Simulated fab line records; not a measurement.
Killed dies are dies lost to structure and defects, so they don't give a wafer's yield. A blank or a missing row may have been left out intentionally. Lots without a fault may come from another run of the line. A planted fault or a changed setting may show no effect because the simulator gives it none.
Matching of chambers || flow n5 finfet || 4 sister chambers for N5_BEOL_M11_ETCH_62 on rie diel-02
The step etches SOC in N2/H2, target depth 110 nm, overetch 22 nm, time 165 s. 14 wafers are shown with their chamber, then 7 later ones without.

== WAFERS, EACH WITH ITS CHAMBER ==
{"wafer": "L076.2", "chamber": 0, "drypump motor current A (A)": 4.9, "throttle valve pct (%)": 17.9, "showerhead plenum p Torr (Torr)": 2.69}
{"wafer": "L076.4", "chamber": 1, "drypump motor current A (A)": 6.4, "throttle valve pct (%)": 17.7, "showerhead plenum p Torr (Torr)": 2.66}
{"wafer": "L076.6", "chamber": 3, "drypump motor current A (A)": 5.7, "throttle valve pct (%)": 18.5, "showerhead plenum p Torr (Torr)": 2.48}
{"wafer": "L086.2", "chamber": 2, "drypump motor current A (A)": 5.0, "throttle valve pct (%)": 17.6, "showerhead plenum p Torr (Torr)": 2.60}
{"wafer": "L086.3", "chamber": 0, "drypump motor current A (A)": 4.8, "throttle valve pct (%)": 18.0, "showerhead plenum p Torr (Torr)": 2.68}
{"wafer": "L086.4", "chamber": 1, "drypump motor current A (A)": 6.4, "throttle valve pct (%)": 17.7, "showerhead plenum p Torr (Torr)": 2.65}
{"wafer": "L089.1", "chamber": 0, "drypump motor current A (A)": 4.9, "throttle valve pct (%)": 18.0, "showerhead plenum p Torr (Torr)": 2.68}
{"wafer": "L089.2", "chamber": 2, "drypump motor current A (A)": 5.0, "throttle valve pct (%)": 17.6, "showerhead plenum p Torr (Torr)": 2.59}
{"wafer": "L089.4", "chamber": 1, "drypump motor current A (A)": 6.4, "throttle valve pct (%)": 17.7, "showerhead plenum p Torr (Torr)": 2.65}
{"wafer": "L091.3", "chamber": 1, "drypump motor current A (A)": 6.4, "throttle valve pct (%)": 17.7, "showerhead plenum p Torr (Torr)": 2.64}
{"wafer": "L091.4", "chamber": 3, "drypump motor current A (A)": 5.7, "throttle valve pct (%)": 18.6, "showerhead plenum p Torr (Torr)": 2.47}
{"wafer": "L091.5", "chamber": 1, "drypump motor current A (A)": 6.4, "throttle valve pct (%)": 17.7, "showerhead plenum p Torr (Torr)": 2.64}
{"wafer": "L092.2", "chamber": 0, "drypump motor current A (A)": 4.8, "throttle valve pct (%)": 18.0, "showerhead plenum p Torr (Torr)": 2.67}
{"wafer": "L092.3", "chamber": 1, "drypump motor current A (A)": 6.4, "throttle valve pct (%)": 17.7, "showerhead plenum p Torr (Torr)": 2.64}

SIGNATURES (means of the wafers above)
{"reading": "drypump motor current A", "chamber 0": 4.850, "chamber 1": 6.400, "chamber 2": 5.000, "chamber 3": 5.700, "scatter within a chamber": 0.0316}
{"reading": "throttle valve pct", "chamber 0": 17.975, "chamber 1": 17.700, "chamber 2": 17.600, "chamber 3": 18.550, "scatter within a chamber": 0.0354}
{"reading": "showerhead plenum p Torr", "chamber 0": 2.6800, "chamber 1": 2.6467, "chamber 2": 2.5950, "chamber 3": 2.4750, "scatter within a chamber": 0.00796}
Rule: distance of a wafer from a chamber = root of the sum over the readings of ((wafer's reading minus chamber's mean) / reading's scatter) squared. The wafer belongs to the nearest chamber; if the next one is less than 2 further off, it can't be placed. The scatter is the square root of a quotient: the sum, over the shown wafers, of each reading's squared deviation from its chamber's mean, divided by wafers minus chambers.

== WAFERS WITH NO CHAMBER GIVEN ==
{"wafer": "L092.5", "drypump motor current A (A)": 5.0, "throttle valve pct (%)": 17.6, "showerhead plenum p Torr (Torr)": 2.59}
{"wafer": "L094.2", "drypump motor current A (A)": 5.0, "throttle valve pct (%)": 17.6, "showerhead plenum p Torr (Torr)": 2.59}
{"wafer": "L094.3", "drypump motor current A (A)": 4.8, "throttle valve pct (%)": 18.0, "showerhead plenum p Torr (Torr)": 2.67}
{"wafer": "L094.4", "drypump motor current A (A)": 6.4, "throttle valve pct (%)": 17.7, "showerhead plenum p Torr (Torr)": 2.64}
{"wafer": "L095.1", "drypump motor current A (A)": 6.4, "throttle valve pct (%)": 17.8, "showerhead plenum p Torr (Torr)": 2.64}
{"wafer": "L095.2", "drypump motor current A (A)": 5.0, "throttle valve pct (%)": 17.6, "showerhead plenum p Torr (Torr)": 2.59}
{"wafer": "L095.6", "drypump motor current A (A)": 5.7, "throttle valve pct (%)": 18.6, "showerhead plenum p Torr (Torr)": 2.47}

== WHICH CHAMBER EACH ONE RAN IN ==
{"wafer": "L092.5", "from the rows above": 2, "in truth": 2}
{"wafer": "L094.2", "from the rows above": 2, "in truth": 2}
{"wafer": "L094.3", "from the rows above": 0, "in truth": 0}
{"wafer": "L094.4", "from the rows above": 1, "in truth": 1}
{"wafer": "L095.1", "from the rows above": 1, "in truth": 1}
{"wafer": "L095.2", "from the rows above": 2, "in truth": 2}
{"wafer": "L095.6", "from the rows above": 3, "in truth": 3}
7 of 7 placed correctly. Number that these rows cannot place: 0. Wrongly placed: 0.
